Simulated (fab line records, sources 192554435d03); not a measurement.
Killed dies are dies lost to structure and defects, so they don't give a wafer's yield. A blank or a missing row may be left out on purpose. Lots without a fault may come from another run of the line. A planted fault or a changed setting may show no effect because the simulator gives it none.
Chamber matching | flow n5_finfet | N5_FIN_SAQP_SPACER2_ALD_28 on ald_sin-03: 4 sister chambers
The step deposits SiO2, target thk 8.1 nm, pulse time 1 s, purge time 2 s. 4 wafers are shown with their chamber, then 10 later ones without.

WAFERS WITH THEIR CHAMBER
wafer  | chamber | heater_power_w (W)
L082.2 | 2       | 390
L084.6 | 1       | 392
L091.1 | 3       | 485
L091.2 | 0       | 465

WAFERS WITHOUT THEIR CHAMBER
wafer  | heater_power_w (W)
L091.6 | 388
L092.1 | 404
L092.3 | 399
L092.4 | 451
L095.2 | 490
L095.3 | 394
L095.5 | 396
L096.2 | 404
L096.4 | 461
L096.5 | 384

WHICH CHAMBER EACH WENT THROUGH
wafer  | from the rows above     | in truth
L091.6 | can't be placed: 2 or 1 | 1
L092.1 | can't be placed: 1 or 2 | 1
L092.3 | can't be placed: 1 or 2 | 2
L092.4 | 0                       | 0
L095.2 | 3                       | 3
L095.3 | can't be placed: 1 or 2 | 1
L095.5 | can't be placed: 1 or 2 | 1
L096.2 | can't be placed: 1 or 2 | 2
L096.4 | 0                       | 0
L096.5 | can't be placed: 2 or 1 | 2
Placed correctly: 3 of 10. Can't be placed from these rows: 7 (the true chamber is among the candidates in 7). Placed wrongly: 0.
How it was worked out, from the rows above alone: a wafer's distance from a chamber is the root of the sum, over the readings, of the square of ((its reading less the chamber's mean) divided by the reading's scatter). The wafer belongs to the nearest chamber; if the next one is less than 2 further off, it can't be placed. A chamber's mean is the mean of its shown wafers. The scatter: with one shown wafer a chamber, the root of the mean of the squares of how far each hidden wafer lies from its nearest shown one.
